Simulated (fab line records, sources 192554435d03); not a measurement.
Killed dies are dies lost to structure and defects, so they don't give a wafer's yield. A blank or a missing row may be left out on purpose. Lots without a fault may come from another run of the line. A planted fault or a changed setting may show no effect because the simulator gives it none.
One fault seen from 3 desks | flow n5_finfet | each desk has only its own numbers; what lay behind them comes last

THE TOOL OWNER'S DESK: pecvd-03
The tool's own readings at N5_BEOL_M5_ILD_DEP_00 (deposits SiCOH lowk from DEMS/porogen, target thk 140.64 nm, time 25.9 s): means of the sampled wafers that have a number, for each lot that ran on this tool. A lot is out of limits, marked OUT, if its mean lies more than 4 standard deviations from the usual mean; the brackets give that distance.
Columns: A = heater_power_w at N5_BEOL_M5_ILD_DEP_00, usual 342 W; B = showerhead_plenum_p_Torr at N5_BEOL_M5_ILD_DEP_00, usual 5.742 Torr; C = susceptor_temp_C at N5_BEOL_M5_ILD_DEP_00, usual 299.97 C; D = throttle_valve_pct at N5_BEOL_M5_ILD_DEP_00, usual 13.9 %
lot  | first seen here | A   | B     | C                        | D
L662 | day 8 00:02     | 220 | 5.723 | 300.09                   | 14.3
L666 | day 8 21:36     | 313 | 5.736 | 319.54 (+99 or more) OUT | 14.4
L667 | day 9 05:17     | 332 | 5.730 | 319.35 (+99 or more) OUT | 14.5
L682 | day 13 15:10    | 351 | 5.734 | 299.99                   | 14.5
L683 | day 13 16:35    | 283 | 5.731 | 300.17                   | 14.5
This desk's finding: out of limits on L666, L667; first on L666, day 8 21:36 (susceptor_temp_C at N5_BEOL_M5_ILD_DEP_00). In limits: L662, L682, L683.

THE DEFECT DESK
What the inspections along the route counted, lot by lot: means of the sampled wafers that have a number. A lot is out of limits, marked OUT, if its mean lies more than 4 standard deviations from the usual mean; the brackets give that distance.
Columns: A = raw_defect_count at N5_BEOL_M4_INSPECT_59, usual 71
lot  | first seen here | A
L661 | day 7 14:38     | 95
L662 | day 7 23:02     | 76
L663 | day 8 05:27     | 74
L666 | day 8 20:37     | 79
L667 | day 9 04:17     | 57
L674 | day 11 07:47    | 89
L678 | day 12 12:55    | 49
L679 | day 12 17:05    | 61
L680 | day 12 23:46    | 63
L682 | day 13 14:10    | 62
L683 | day 13 15:35    | 67
This desk's finding: nothing out of limits on any of the 11 lots.

THE METROLOGY DESK
What the gauges read, lot by lot, whatever tool the lot ran on: means of the sampled wafers that have a number. A lot is out of limits, marked OUT, if its mean lies more than 4 standard deviations from the usual mean; the brackets give that distance.
Columns: A = M4_RS at N5_BEOL_M4_RS_MEAS_58, usual 0.68 ohm/sq; B = M5_ILD_THK at N5_BEOL_M5_THK_MEAS_01, usual 120.9 nm
lot  | first seen here | A    | B
L661 | day 7 14:36     | 0.67 | 120.9
L662 | day 7 23:01     | 0.65 | 119.0
L663 | day 8 05:26     | 0.66 | 119.5
L666 | day 8 20:35     | 0.69 | 108.7 (-7.2) OUT
L667 | day 9 04:16     | 0.66 | 107.8 (-7.7) OUT
L674 | day 11 07:46    | 0.68 | 122.4
L678 | day 12 12:53    | 0.67 | 120.2
L679 | day 12 17:04    | 0.69 | 121.3
L680 | day 12 23:45    | 0.64 | 121.1
L682 | day 13 14:08    | 0.68 | 118.7
L683 | day 13 15:34    | 0.66 | 119.8
This desk's finding: out of limits on L666, L667; first on L666, day 8 22:11 (M5_ILD_THK at N5_BEOL_M5_THK_MEAS_01). In limits: L661, L662, L663, L674, L678, L679, L680, L682, L683.

PUT TOGETHER
The tool owner's desk could have raised an alarm at day 8 21:36, on L666, L667.
The metrology desk could have raised an alarm at day 8 22:11, on L666, L667.
The defect desk saw nothing out of limits.
The defect desk has L666, L667 on record, within its limits.
Of the lots named, all ran N5_BEOL_M5_ILD_DEP_00 on pecvd-03.

WHAT THE SIMULATOR HAD PUT IN
Process parameter drift: pecvd-03, from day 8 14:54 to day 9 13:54, at N5_BEOL_M5_ILD_DEP_00. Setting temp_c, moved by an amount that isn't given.
Lots struck among those shown: L666, L667.
Hours from the fault's start to each desk's first reading out of limits: the tool owner's desk, 7; the metrology desk, 7.
